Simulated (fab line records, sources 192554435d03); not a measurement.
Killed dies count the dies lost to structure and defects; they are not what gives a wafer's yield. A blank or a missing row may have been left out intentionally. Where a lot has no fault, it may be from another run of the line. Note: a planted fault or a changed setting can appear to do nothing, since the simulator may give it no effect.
fab line records	flow n5Finfet
[record] lots = 7	wafers = 21
route steps=1938 shown BEOL_M14@1743 BEOL_M15@1827 MIM_BOT@1833 PAD_METAL@1896 PASSIVATION@1922
startH: the number of hours between the record's first day and the start of the first shown wafer of the lot	waitH: time in hours since the lot's previous step	" unchanged from the row above	L1.1+2: several wafers, shown together as one row	- no value, or no start was given	* or withheld: withheld	< > ~ a bound
route shown NAME@n: a module of which the file shows steps, and the number in the route of the first	usual: average and standard deviation across the fault-free wafers	same: alike in all rows	chamber/n: place in a boat	sites: per-site readings	_std_site: standard deviation across them	_edge_site: mean of outer sites minus mean of inner sites	radiusMm: for every site, how far away it sits from the centre of the wafer	mask NAME#n: copy n	behind: the most recent tool/chamber to have shaped the wafer	hold: why the lot went on hold/how many hours it stayed there/how the hold came to an end	device: whichever transistor did not switch (one of n, p or np)	end of line: tests run on the same wafers once the route is complete	a step given without rows: its recipe and nothing more	killed: not the wafer's yield, but the dies lost to structure and defects at the first sort	map: the dies of a wafer, with x for killed, . for not killed, _ for no die there
set.NAME: the setting as run; set.NAME@STEP: as run at that earlier step	model.NAME: the simulator's own value behind a step, which no gauge read
lots where settings were altered on purpose, with a table for each step and a row for each wafer
[[steps]]
[step N5_BEOL_M14_PEB_26]
[recipe] pebTempC = 130	pebTimeS = 90
lot.wafer	tool	chamber	startH	waitH	set.pebTempC
L076.1+6	lithoTrack-05	0	258.08	0.1	130
L076.5	"	0	"	"	126.9
L080.2+5	lithoTrack-05	0	279.67	0.0	130
L080.4	"	0	"	"	127.8
L081.2+3+4	lithoTrack-03	0	292.68	0.0	130
L084.3+6	lithoTrack-03	0	318.49	0.0	130
L084.5	"	0	"	"	132.8
L091.1+4+5	lithoTrack-05	0	363.18	0.1	130
L094.1+2+5	lithoTrack-02	0	367.97	0.1	130
L093.3+6	lithoTrack-05	0	375.16	0.0	130
L093.5	"	0	"	"	133.7
[step N5_BEOL_M14_DEVELOP_27]
[recipe] developTimeS = 45	rinseLiquid = diw	dry = airSpin	devTempC = 21
[step N5_BEOL_M14_HARDBAKE_32]
[recipe] tempC = 130	timeS = 120
[step N5_BEOL_M14_CD_MEAS_28]
[recipe] targetCdNm = 284.4	landingEnergyEv = 500	detector = seInlens
[usual] cdNm = 282.9/2.5
lot.wafer	tool	chamber	startH	waitH	set.pebTempC@BEOL_M14_PEB_26	cdNm
L076.1	cdSem-01	0	258.20	-	130	287.5
L076.5	"	0	"	"	126.9	270.3
L076.6	"	0	"	"	130	286.4
L080.2	cdSem-03	0	279.79	-	130	284.3
L080.4	"	0	"	"	127.8	268.5
L080.5	"	0	"	"	130	282.2
L081.2	cdSem-01	0	292.80	-	130	282.8
L081.3	"	0	"	"	130	279.3
L081.4	"	0	"	"	130	280.9
L084.3	cdSem-02	0	318.61	-	130	282.8
L084.5	"	0	"	"	132.8	292.2
L084.6	"	0	"	"	130	282.3
L091.1	cdSem-03	0	363.30	-	130	283.6
L091.4	"	0	"	"	130	284.3
L091.5	"	0	"	"	130	284.6
L094.1	cdSem-02	0	368.08	-	130	282.3
L094.2	"	0	"	"	130	285.4
L094.5	"	0	"	"	130	282.1
L093.3	cdSem-03	0	375.28	-	130	279.6
L093.5	"	0	"	"	133.7	298.0
L093.6	"	0	"	"	130	278.6
[step N5_BEOL_M14_DESCUM_33]
[recipe] chemistry = O2	timeS = 7.9	sourcePowerW = 50	biasPowerW = 20	pressureMtorr = 20	rfFrequencyHz = 2.712e+07	tempC = 40	o2FlowSccm = 225
lot.wafer	tool	chamber	startH	waitH	set.pebTempC@BEOL_M14_PEB_26	model.BEOL_M14.cdNm
L076.1	rieDiel-05	1	258.44	0.2	130	287.4
L076.5	"	0	"	"	126.9	270.6
L076.6	"	3	"	"	130	286.4
L080.2	rieDiel-05	2	280.31	0.5	130	284.4
L080.4	"	0	"	"	127.8	268.4
L080.5	"	2	"	"	130	282.2
L081.2	rieDiel-01	1	292.88	0.0	130	282.8
L081.3	"	2	"	"	130	279.8
L081.4	"	0	"	"	130	281.2
L084.3+6	rieDiel-05	2,3	318.70	0.0	130	282.6
L084.5	"	2	"	"	132.8	292.4
L091.1	rieDiel-01	3	363.38	0.0	130	283.8
L091.4	"	1	"	"	130	284.2
L091.5	"	1	"	"	130	284.6
L094.1	rieDiel-01	3	368.17	0.0	130	282.6
L094.2	"	1	"	"	130	285.2
L094.5	"	1	"	"	130	281.8
L093.3	rieDiel-02	1	375.36	0.0	130	279.2
L093.5	"	0	"	"	133.7	297.4
L093.6	"	1	"	"	130	278
[step N5_BEOL_M14_ETCH_67]
[recipe] chemistry = CF4	target = SiARC	targetDepthA = 1430	timeS = 238.3	ionEnergyEv = 80	pressureMtorr = 40	sourceW = 545	biasW = 36	Ar_flow_sccm = 100	cf4FlowSccm = 100	ends = cleared
lot.wafer	tool	chamber	startH	waitH	set.pebTempC@BEOL_M14_PEB_26	model.BEOL_M14.cdNm
L076.1	rieDiel-05	1	258.48	0.0	130	282.6
L076.5	"	0	"	"	126.9	266.2
L076.6	"	3	"	"	130	282
L080.2	rieDiel-05	2	280.34	0.0	130	279.2
L080.4	"	0	"	"	127.8	264.6
L080.5	"	2	"	"	130	277.4
L081.2	rieDiel-01	1	292.92	0.0	130	278.2
L081.3	"	2	"	"	130	276.6
L081.4	"	0	"	"	130	276.8
L084.3	rieDiel-05	2	318.73	0.0	130	277.8
L084.5	"	2	"	"	132.8	288
L084.6	"	3	"	"	130	278.4
L091.1	rieDiel-01	3	363.42	0.0	130	280.2
L091.4+5	"	1	"	"	130	279.6
L094.1	rieDiel-01	3	368.21	0.0	130	278.4
L094.2	"	1	"	"	130	280.6
L094.5	"	1	"	"	130	276.8
L093.3	rieDiel-02	1	375.40	0.0	130	274.8
L093.5	"	0	"	"	133.7	294.2
L093.6	"	1	"	"	130	273.6
[step N5_BEOL_M14_ETCH_68]
[recipe] chemistry = N2/H2	target = SOC	maskMaterial = SiARC	sourceW = 3000	biasW = 350	tempC = 40	timeS = 450	ionEnergyEv = 200	pressureMtorr = 30	n2FlowSccm = 200	h2FlowSccm = 200
lot.wafer	tool	chamber	startH	waitH	set.pebTempC@BEOL_M14_PEB_26	model.BEOL_M14.cdNm
L076.1	rieDiel-05	1	258.62	0.1	130	285
L076.5	"	0	"	"	126.9	266.6
L076.6	"	3	"	"	130	283
L080.2	rieDiel-05	2	280.49	0.1	130	278.2
L080.4	"	0	"	"	127.8	263.2
L080.5	"	2	"	"	130	276.8
L081.2	rieDiel-01	1	293.07	0.1	130	279
L081.3	"	2	"	"	130	277.6
L081.4	"	0	"	"	130	275.6
L084.3+6	rieDiel-05	2,3	318.88	0.1	130	276.2
L084.5	"	2	"	"	132.8	287.2
L091.1	rieDiel-01	3	363.57	0.1	130	278
L091.4+5	"	1	"	"	130	279.2
L094.1	rieDiel-01	3	368.35	0.1	130	276
L094.2	"	1	"	"	130	279.4
L094.5	"	1	"	"	130	276.4
L093.3	rieDiel-02	1	375.54	0.1	130	272.2
L093.5	"	0	"	"	133.7	292.6
L093.6	"	1	"	"	130	271
[step N5_BEOL_M15_DEP_53]
[recipe] material = SiCN	targetThkA = 500	tempC = withheld	precursor = 3MS/NH3	pressureTorr = 3	rfW = 675	timeS = 17.8
lot.wafer	tool	chamber	startH	waitH	set.timeS	model.SiCN_of_BEOL_M15_DEP_53.thkNm
L076.1	pecvd-03	1	275.49	0.0	17.8	49.4
L076.5	"	0	"	"	19.32	55.8
L076.6	"	1	"	"	19.32	54.2
L080.2	pecvd-02	0	290.40	0.0	17.8	49.8
L080.4	"	1	"	"	17.8	52.2
L080.5	"	0	"	"	17.8	50
L081.2	pecvd-04	0	301.91	0.0	18.74	51.4
L081.3	"	1	"	"	17.8	50.4
L081.4	"	1	"	"	17.8	51
L084.3	pecvd-04	0	327.31	0.0	17.8	47.8
L084.5	"	2	"	"	17.8	49
L084.6	"	1	"	"	17.8	49.6
L091.1	pecvd-02	0	374.71	0.0	17.8	50.4
L091.4	"	1	"	"	17.8	52
L091.5	"	0	"	"	17.8	51.4
L094.1	pecvd-02	0	379.15	0.0	17.8	50.6
L094.2	"	1	"	"	20.14	57
L094.5	"	0	"	"	17.8	51.4
L093.3	pecvd-03	0	403.60	0.0	17.8	50.2
L093.5+6	"	0,2	"	"	20.41	58.2
[step N5_MIM_BOT_SPUTTER_00]
[recipe] material = TiN	targetThkA = 350	tempC = 200	powerW = 3000	chamberPressurePa = 0.49996	gas = Ar	reactivePartialPa = 0.37997	timeS = 89.7
lot.wafer	tool	chamber	startH	waitH	set.chamberPressurePa	model.TiN_of_MIM_BOT_SPUTTER_00.thkNm
L076.1	pvdSputter-01	-	277.05	0.0	0.4449	35.4
L076.5	"	-	"	"	0.4449	35.8
L076.6	"	-	"	"	0.4449	35.6
L080.2+4	pvdSputter-01	-	292.04	0.0	0.5567	34
L080.5	"	-	"	"	0.5567	33.4
L081.2	pvdSputter-03	-	303.10	0.0	0.5527	33.8
L081.3	"	-	"	"	0.5527	33.6
L081.4	"	-	"	"	0.5527	34.4
L084.3	pvdSputter-03	-	329.24	0.0	0.49996	35.2
L084.5	"	-	"	"	0.49996	34.8
L084.6	"	-	"	"	0.49996	35
L091.1	pvdSputter-01	-	377.16	0.0	0.49996	34.6
L091.4	"	-	"	"	0.49996	35.2
L091.5	"	-	"	"	0.49996	35
L094.1	pvdSputter-01	-	382.64	0.0	0.4785	34.8
L094.2	"	-	"	"	0.4785	35.4
L094.5	"	-	"	"	0.4785	35.2
L093.3	pvdSputter-03	-	405.13	0.0	0.49996	35.2
L093.5	"	-	"	"	0.49996	35.6
L093.6	"	-	"	"	0.49996	35.4
[step N5_PASSIVATION_AL_DEP_21]
[recipe] material = Al	targetThkA = 28000	tempC = 400	timeS = 170	powerW = 30000	chamberPressurePa = 0.4	gas = Ar
lot.wafer	tool	chamber	startH	waitH	set.timeS	model.Al_of_PASSIVATION_AL_DEP_21.thkNm
L076.1	pvdSputter-03	-	282.00	0.1	170	2876
L076.5	"	-	"	"	170	2807
L076.6	"	-	"	"	152.6	2504
L080.2	pvdSputter-01	-	299.52	0.1	183.9	3056
L080.4	"	-	"	"	183.9	3052
L080.5	"	-	"	"	170	2787
L081.2	pvdSputter-01	-	310.03	0.1	170	2830
L081.3	"	-	"	"	170	2811
L081.4	"	-	"	"	170	2848
L084.3	pvdSputter-01	-	337.09	0.1	170	2817
L084.5	"	-	"	"	170	2844
L084.6	"	-	"	"	192.4	3212
L091.1	pvdSputter-01	-	383.08	0.1	170	2765
L091.4	"	-	"	"	170	2789
L091.5	"	-	"	"	170	2754
L094.1	pvdSputter-03	-	388.93	0.1	193.2	3219
L094.2	"	-	"	"	170	2766
L094.5	"	-	"	"	193.2	3229
L093.3	pvdSputter-01	-	415.02	0.1	146	2443
L093.5	"	-	"	"	146	2390
L093.6	"	-	"	"	170	2815
[step N5_PASSIVATION_PEB_42]
[recipe] pebTempC = withheld	pebTimeS = *
lot.wafer	tool	chamber	startH	waitH	set.pebTimeS
L076.1+6	lithoTrack-02	0	284.22	0.1	*
L076.5	"	0	"	"	*
L080.2+4+5	lithoTrack-03	0	301.61	0.0	*
L081.2+3	lithoTrack-02	0	312.28	0.0	*
L081.4	"	0	"	"	*
L084.3+5	lithoTrack-03	0	339.31	0.0	*
L084.6	"	0	"	"	*
L091.1+4+5	lithoTrack-05	0	385.35	0.1	*
L094.1+2	lithoTrack-02	0	391.25	0.1	*
L094.5	"	0	"	"	*
L093.3+5+6	lithoTrack-05	0	417.36	0.0	*
[step N5_PASSIVATION_DEVELOP_43]
[recipe] developTimeS = 60	rinseLiquid = diw	dry = airSpin	devTempC = 21
[step N5_PASSIVATION_HARDBAKE_45]
[recipe] tempC = 130	timeS = 120
[step N5_PASSIVATION_CD_MEAS_44]
[recipe] targetCdNm = 40000	landingEnergyEv = 500	detector = seInlens
[usual] cdNm = 40003/4.5
lot.wafer	tool	chamber	startH	waitH	set.pebTimeS@PASSIVATION_PEB_42	cdNm
L076.1	cdSem-02	0	284.34	-	*	39995
L076.5	"	0	"	"	*	40005
L076.6	"	0	"	"	*	39996
L080.2	cdSem-01	0	301.73	-	*	40001
L080.4	"	0	"	"	*	39999
L080.5	"	0	"	"	*	40006
L081.2	cdSem-02	0	312.40	-	*	39988
L081.3	"	0	"	"	*	39986
L081.4	"	0	"	"	*	40003
L084.3	cdSem-02	0	339.43	-	*	39996
L084.5	"	0	"	"	*	39993
L084.6	"	0	"	"	*	40006
L091.1	cdSem-03	0	385.47	-	*	39999
L091.4	"	0	"	"	*	40000
L091.5	"	0	"	"	*	40005
L094.1	cdSem-01	0	391.37	-	*	40001
L094.2	"	0	"	"	*	40000
L094.5	"	0	"	"	*	40003
L093.3	cdSem-03	0	417.48	-	*	40002
L093.5	"	0	"	"	*	40001
L093.6	"	0	"	"	*	40004
[[key]]
[split] step = N5_BEOL_M14_PEB_26	setting = pebTempC	stated = 130	by = wafer
[response] step = N5_BEOL_M14_CD_MEAS_28	reading = cdNm	change = +6.55	per = 1%	r = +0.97
[response] step = N5_BEOL_M14_DESCUM_33	reading = model.BEOL_M14.cdNm	change = +6.51	per = 1%	r = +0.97
[response] step = N5_BEOL_M14_ETCH_67	reading = model.BEOL_M14.cdNm	change = +6.57	per = 1%	r = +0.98
[response] step = N5_BEOL_M14_ETCH_68	reading = model.BEOL_M14.cdNm	change = +7.01	per = 1%	r = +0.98
[split] step = N5_BEOL_M15_DEP_53	setting = timeS	stated = 17.8	by = wafer
[response] step = N5_BEOL_M15_DEP_53	reading = model.SiCN_of_BEOL_M15_DEP_53.thkNm	change = +0.507	per = 1%	r = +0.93
[split] step = N5_MIM_BOT_SPUTTER_00	setting = chamberPressurePa	stated = 0.49996	by = lot
[response] step = N5_MIM_BOT_SPUTTER_00	reading = model.TiN_of_MIM_BOT_SPUTTER_00.thkNm	change = -0.0828	per = 1%	r = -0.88
[split] step = N5_PASSIVATION_AL_DEP_21	setting = timeS	stated = 170	by = wafer
[response] step = N5_PASSIVATION_AL_DEP_21	reading = model.Al_of_PASSIVATION_AL_DEP_21.thkNm	change = +30.8	per = 1%	r = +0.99
[split] step = N5_PASSIVATION_PEB_42	setting = pebTimeS	stated = *	by = wafer
[response] step = N5_PASSIVATION_CD_MEAS_44	reading = cdNm	change = +0.732	per = 1%	r = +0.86
